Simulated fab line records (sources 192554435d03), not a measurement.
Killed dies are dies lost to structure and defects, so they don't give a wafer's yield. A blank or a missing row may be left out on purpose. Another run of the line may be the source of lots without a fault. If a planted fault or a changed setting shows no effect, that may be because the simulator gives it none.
The tool behind it: which one? + flow n5_finfet + 32 wafers from 11 lots sampled at 5 of the route's 1938 steps

## WHAT EACH GAUGE READ, for each wafer
N5_MIM_BOT_LITHO_CD_MEAS_08: the cd target is 3000 nm.
| lot  | measured     | on        | cd_nm (nm)           |
|------|--------------|-----------|----------------------|
| L532 | day 11 21:47 | cd_sem-01 | 2999.3 3000.5 3000.3 |
| L533 | day 11 23:04 | cd_sem-02 | 3002.1 3002.9        |
| L534 | day 12 01:56 | cd_sem-03 | 3000.9 3001.5 3002.1 |
| L536 | day 12 19:23 | cd_sem-01 | 3002.1 3000.5 3002.5 |
| L538 | day 13 06:02 | cd_sem-03 | 3000.5 2999.6 3002.0 |
| L541 | day 14 10:55 | cd_sem-03 | 3022.0 3014.9 3008.6 |
| L546 | day 15 10:57 | cd_sem-01 | 2997.8 3000.1 2999.4 |
| L548 | day 16 09:17 | cd_sem-02 | 2999.0 2999.0 3001.5 |
| L551 | day 17 07:58 | cd_sem-03 | 3001.0 2998.9 2999.1 |
| L552 | day 17 11:50 | cd_sem-03 | 2998.0 2998.0 2998.8 |
| L555 | day 17 15:17 | cd_sem-01 | 2996.8 2996.9 2995.6 |

## WHICH TOOL RAN EACH LOT (tool, then ch and the chambers of the sampled wafers, then the start)
| lot  | N5_BEOL_M15_SPUTTER_45       | N5_PASSIVATION_PECVD_00         | N5_MIM_TOP_ALD_02                           | N5_MIM_BOT_LITHO_EXPOSE_05        |
|------|------------------------------|---------------------------------|---------------------------------------------|-----------------------------------|
| L532 | pvd_sputter-01, day 11 16:10 | pecvd-02 ch 0,1,2, day 11 18:17 | ald_hk-01 ch 0,2,3, day 11 21:37 or earlier | krf_scanner-01 ch 0, day 11 21:37 |
| L533 | pvd_sputter-02, day 11 17:59 | pecvd-02 ch 0, day 11 20:04     | ald_hk-03 ch 0,1, day 11 22:53 or earlier   | krf_scanner-02 ch 0, day 11 22:53 |
| L534 | pvd_sputter-01, day 11 21:21 | pecvd-03 ch 0,1,2, day 11 23:27 | ald_hk-02 ch 0,1,2, day 12 01:46 or earlier | krf_scanner-02 ch 0, day 12 01:46 |
| L536 | pvd_sputter-01, day 12 12:20 | pecvd-04 ch 1,2, day 12 14:26   | ald_hk-02 ch 0,3, day 12 19:13 or earlier   | krf_scanner-01 ch 0, day 12 19:13 |
| L538 | pvd_sputter-03, day 13 00:23 | pecvd-02 ch 0,1,2, day 13 02:28 | ald_hk-02 ch 0,1, day 13 05:52 or earlier   | krf_scanner-02 ch 0, day 13 05:52 |
| L541 | pvd_sputter-02, day 14 02:02 | pecvd-03 ch 0,2, day 14 04:07   | ald_hk-03 ch 1,2, day 14 10:45 or earlier   | krf_scanner-02 ch 0, day 14 10:45 |
| L546 | pvd_sputter-01, day 15 05:50 | pecvd-04 ch 1,2, day 15 07:58   | ald_hk-02 ch 2,3, day 15 10:46 or earlier   | krf_scanner-01 ch 0, day 15 10:46 |
| L548 | pvd_sputter-03, day 15 23:32 | pecvd-03 ch 0,1,2, day 16 01:38 | ald_hk-03 ch 0,1,3, day 16 09:07 or earlier | krf_scanner-01 ch 0, day 16 09:07 |
| L551 | pvd_sputter-03, day 17 01:22 | pecvd-04 ch 0,1,2, day 17 05:14 | ald_hk-03 ch 1,3, day 17 07:47 or earlier   | krf_scanner-01 ch 0, day 17 07:47 |
| L552 | pvd_sputter-03, day 17 06:30 | pecvd-02 ch 1,2, day 17 08:53   | ald_hk-03 ch 0,1,2, day 17 11:40 or earlier | krf_scanner-01 ch 0, day 17 11:40 |
| L555 | pvd_sputter-01, day 17 10:00 | pecvd-02 ch 0,1,2, day 17 12:17 | ald_hk-02 ch 0,2, day 17 15:07 or earlier   | krf_scanner-01 ch 0, day 17 15:07 |
- N5_BEOL_M15_SPUTTER_45: material Cu, target thk 100 nm, time 16.67 s.
- N5_PASSIVATION_PECVD_00: deposits SiO2 from SiH4/N2O, target thk 200 nm, time 11.2 s.
- N5_MIM_TOP_ALD_02: deposits Al2O3, purge time 3 s, co reactant pulse time 3 s.
- N5_MIM_BOT_LITHO_EXPOSE_05: exposes mask MIM BOT.

## AS READ BY THE TOOLS THEMSELVES (means over the sampled wafers that have a number; for cases with no such wafer, the mark the record gives instead)
N5_BEOL_M15_SPUTTER_45.
| lot  | tool           | throttle_valve_pct (%) |
|------|----------------|------------------------|
| L532 | pvd_sputter-01 | 30.0                   |
| L533 | pvd_sputter-02 | 29.8                   |
| L534 | pvd_sputter-01 | 29.6                   |
| L536 | pvd_sputter-01 | 29.7                   |
| L538 | pvd_sputter-03 | 30.4                   |
| L541 | pvd_sputter-02 | 30.2                   |
| L546 | pvd_sputter-01 | 29.7                   |
| L548 | pvd_sputter-03 | 30.5                   |
| L551 | pvd_sputter-03 | 29.8                   |
| L552 | pvd_sputter-03 | 29.9                   |
| L555 | pvd_sputter-01 | 29.9                   |

N5_PASSIVATION_PECVD_00.
| lot  | tool     | heater_power_w (W) | showerhead_plenum_p_Torr (Torr) | throttle_valve_pct (%) |
|------|----------|--------------------|---------------------------------|------------------------|
| L532 | pecvd-02 | 673                | 8.04                            | 52.2                   |
| L533 | pecvd-02 | 620                | 8.23                            | 49.8                   |
| L534 | pecvd-03 | 688                | 8.20                            | 52.0                   |
| L536 | pecvd-04 | 768                | 8.16                            | 47.7                   |
| L538 | pecvd-02 | 671                | 8.05                            | 52.2                   |
| L541 | pecvd-03 | 686                | 8.12                            | 52.3                   |
| L546 | pecvd-04 | 683                | 8.20                            | 50.0                   |
| L548 | pecvd-03 | 666                | 8.18                            | 52.3                   |
| L551 | pecvd-04 | 711                | 8.13                            | 50.3                   |
| L552 | pecvd-02 | 631                | 7.97                            | 52.8                   |
| L555 | pecvd-02 | 676                | 8.05                            | 52.4                   |

N5_MIM_TOP_ALD_02.
| lot  | tool      | precursor_pulse_height_rel |
|------|-----------|----------------------------|
| L532 | ald_hk-01 | 1.004                      |
| L533 | ald_hk-03 | 0.982                      |
| L534 | ald_hk-02 | 1.013                      |
| L536 | ald_hk-02 | 1.011                      |
| L538 | ald_hk-02 | 0.986                      |
| L541 | ald_hk-03 | 1.001                      |
| L546 | ald_hk-02 | 0.999                      |
| L548 | ald_hk-03 | 1.012                      |
| L551 | ald_hk-03 | 1.005                      |
| L552 | ald_hk-03 | 0.996                      |
| L555 | ald_hk-02 | 1.006                      |

## THE ANSWER, worked out from the rows above alone
Rule: what is usual is taken from the lots themselves. The widest of any qualifying gaps counts: lots, ordered by their means at a reading, are off when they make up no more than a third of the lots, leave a main group of 4 or more, and stand apart from it by 3 or more times the standard deviation of that group's means. The tables above print the reading to a certain number of digits; a main group whose means all agree to those digits is not used. Also off: a lot with no number at a reading for which 4 or more lots have one. The other lots that the step has rows for count as sound. First the gauges in route order, then the tools' own readings, where a lot's mean is used as printed above. The first step at which some lot is off is used, and at that step the reading that is off furthest; a lot without a number counts as furthest.
Off: L541 (N5_MIM_BOT_LITHO_CD_MEAS_08, cd_nm). For the main group the mean is 3000.0 nm and the standard deviation 1.7.
If a tool, at a process step before that reading, ran all the lots that are off and no sound lot after the first of them, it fits. The gauges at N5_MIM_BOT_LITHO_CD_MEAS_08 are tried like those tools. N5_MIM_TOP_ALD_02 gives no start for some lots, so the hours and the order of its lots are those of N5_MIM_BOT_LITHO_EXPOSE_05. Can't be told from this: 2 tools fit, pvd_sputter-02 at N5_BEOL_M15_SPUTTER_45, krf_scanner-02 at N5_MIM_BOT_LITHO_EXPOSE_05.

## WHAT THE SIMULATOR HAD PUT IN
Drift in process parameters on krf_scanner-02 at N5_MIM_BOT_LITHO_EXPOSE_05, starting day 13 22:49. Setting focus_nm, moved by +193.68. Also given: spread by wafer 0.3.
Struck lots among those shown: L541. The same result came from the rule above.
